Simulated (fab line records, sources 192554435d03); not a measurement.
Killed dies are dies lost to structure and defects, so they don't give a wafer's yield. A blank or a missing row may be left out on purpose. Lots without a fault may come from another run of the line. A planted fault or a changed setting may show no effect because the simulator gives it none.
A struck lot beside a sound one | flow n5_finfet | 15 steps out of a route of 1938
Sound: wafers L729.4, L729.5, L729.6. Struck: wafers L737.1, L737.2, L737.6. The cause comes at the end.
At each step with rows: each side's tool, then ch and its chambers, then its first start. Under that, the readings that differ: sound wafers | struck wafers | difference of the means | sigmas: that difference in standard deviations of wafers without a fault.
alike: readings whose means differ by less than 2 such deviations, and words and numbers that are the same on both sides. not compared: withheld readings, readings that some wafer has no value for, bounds like >300 that may hide the same value, and numbers for which the record gives no deviation and whose values overlap.
The two part at a step that has a row with sigmas, a row that says differs or no value, or rows on one side only. Numbers that don't overlap but have no deviation are shown without sigmas and don't part them. A reading that every wafer of one side lacks parts them only if that side has two wafers or more.

first, 8 steps without rows for these wafers: N5_WELL_APT_HMDS_18 (time 60 s); N5_WELL_APT_COAT_19 (resist thk 950 nm); N5_WELL_APT_EBR_21; N5_WELL_APT_SOFTBAKE_20 (time 60 s); N5_WELL_APT_EXPOSE_22 (exposes mask PWELL, defocus 0 nm, target cd 200 nm); N5_WELL_APT_PEB_23 (peb time 90 s); N5_WELL_APT_DEVELOP_24 (develop time 45 s); N5_WELL_APT_HARDBAKE_29 (time 120 s).
N5_WELL_APT_CD_MEAS_25: target cd 200 nm.
  sound on cd_sem-02 ch 0, day 2 21:15; struck on cd_sem-01 ch 0, day 4 21:12
  alike: cd_nm
N5_WELL_APT_OVL_MEAS_26:
  sound on overlay-01 ch 0, day 2 21:16; struck on overlay-01 ch 0, day 4 21:14
  alike: PWELL_OVL
N5_WELL_APT_INSPECT_27: inspects for defects (macro).
  sound on defect_inspect-01, day 2 21:18; struck on defect_inspect-02, day 4 21:15
  alike: raw_defect_count
N5_WELL_APT_DESCUM_30: chemistry O2, time 7.9 s.
  sound on rie_diel-05 ch 0,2,3, day 2 21:40; struck on rie_diel-06 ch 1,2, day 4 21:17
  alike: drypump_motor_current_A, o2_flow_sccm, oes_product_au, rf_fwd_power_W, rf_vpp_V, showerhead_plenum_p_Torr, throttle_valve_pct
  not compared: rf_hours_counter_h
N5_WELL_APT_IMPLANT_31:
  sound on implanter-01 ch 0, day 2 21:51; struck on implanter-01 ch 0, day 4 21:23
  reading            | sound                         | struck                           | difference  | sigmas
  dose_ions_cm2      | 1.4999e+13 1.5e+13 1.5019e+13 | 1.3879e+13 1.3865e+13 1.3886e+13 | -1.1293e+12 | -75
  faraday_current_uA | 191 191 184                   | 171 177 175                      | -14         | -4
then, 1 step without rows for these wafers: N5_WELL_APT_IMPLANT_32.
N5_PASSIVATION_PROBE_49:
  the record has rows for the sound wafers here (prober-01, day 13 10:48) and none for the struck ones

WHERE THEY PART
First at N5_WELL_APT_IMPLANT_31; last, within this record, at N5_PASSIVATION_PROBE_49.

WHY: what the simulator had put in
Process parameter drift: implanter-01, from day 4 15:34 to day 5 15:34, at N5_WELL_APT_IMPLANT_31. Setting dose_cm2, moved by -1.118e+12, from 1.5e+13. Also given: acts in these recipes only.
